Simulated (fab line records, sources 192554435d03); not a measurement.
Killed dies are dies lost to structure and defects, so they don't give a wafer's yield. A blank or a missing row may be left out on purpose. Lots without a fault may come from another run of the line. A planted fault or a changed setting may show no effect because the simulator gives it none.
Chamber matching | flow n5_finfet | N5_GATE_CUT_CMP_23 on cmp-01: 4 sister chambers
The step polishes, stops on SiO2, t overpolish 23.4 s, target thk 16 nm. 16 wafers are shown with their chamber, then 8 later ones without.

WAFERS WITH THEIR CHAMBER
wafer  | chamber | motor_current_A (A) | time_to_endpoint_s (s) | overpolish_run_s (s)
L075.2 | 0       | 10.7                | 18.4                   | 23.406
L075.4 | 2       | 9.5                 | 18.0                   | 23.418
L075.6 | 0       | 11.2                | 19.1                   | 23.394
L077.1 | 0       | 11.4                | 18.3                   | 23.405
L077.3 | 1       | 8.8                 | 26.8                   | 23.406
L077.5 | 0       | 11.0                | 18.8                   | 23.388
L079.1 | 0       | 11.1                | 17.5                   | 23.392
L079.2 | 3       | 9.3                 | 19.4                   | 23.403
L079.6 | 0       | 11.3                | 19.0                   | 23.391
L081.3 | 1       | 8.9                 | 22.0                   | 23.393
L081.4 | 3       | 9.2                 | 17.6                   | 23.401
L081.5 | 1       | 8.9                 | 23.3                   | 23.401
L084.1 | 1       | 9.2                 | 24.0                   | 23.415
L084.3 | 0       | 10.5                | 17.2                   | 23.388
L084.6 | 3       | 9.3                 | 17.5                   | 23.411
L086.3 | 0       | 11.1                | 15.9                   | 23.405

SIGNATURES (means of the wafers above)
reading            | chamber 0 | chamber 1 | chamber 2 | chamber 3 | scatter within a chamber
motor_current_A    | 11.037    | 8.950     | 9.500     | 9.267     | 0.248
time_to_endpoint_s | 18.025    | 24.025    | 18.000    | 18.167    | 1.38
overpolish_run_s   | 23.39613  | 23.40375  | 23.41800  | 23.40500  | 0.00788
Rule: a wafer's distance from a chamber is the root of the sum, over the readings, of the square of ((its reading less the chamber's mean) divided by the reading's scatter). The wafer belongs to the nearest chamber; if the next one is less than 2 further off, it can't be placed. The scatter: the root of (the sum of the squares of (reading less its chamber's mean) over the shown wafers, divided by (wafers less chambers)).

WAFERS WITHOUT THEIR CHAMBER
wafer  | motor_current_A (A) | time_to_endpoint_s (s) | overpolish_run_s (s)
L086.4 | 9.3                 | 17.3                   | 23.413
L086.5 | 9.1                 | 21.4                   | 23.405
L088.1 | 9.8                 | 20.7                   | 23.406
L088.2 | 8.8                 | 18.2                   | 23.404
L088.5 | 9.4                 | 18.3                   | 23.419
L095.2 | 9.1                 | 19.5                   | 23.396
L095.3 | 9.6                 | 24.9                   | 23.397
L095.5 | 11.2                | 18.1                   | 23.398

WHICH CHAMBER EACH WENT THROUGH
wafer  | from the rows above          | in truth
L086.4 | can't be placed: 2 or 3      | 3
L086.5 | can't be placed: 1 or 3 or 2 | 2
L088.1 | can't be placed: 2 or 3 or 1 | 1
L088.2 | can't be placed: 3 or 2      | 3
L088.5 | can't be placed: 2 or 3      | 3
L095.2 | can't be placed: 3 or 2 or 1 | 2
L095.3 | 1                            | 1
L095.5 | 0                            | 0
Placed correctly: 2 of 8. Can't be placed from these rows: 6 (the true chamber is among the candidates in 6). Placed wrongly: 0.
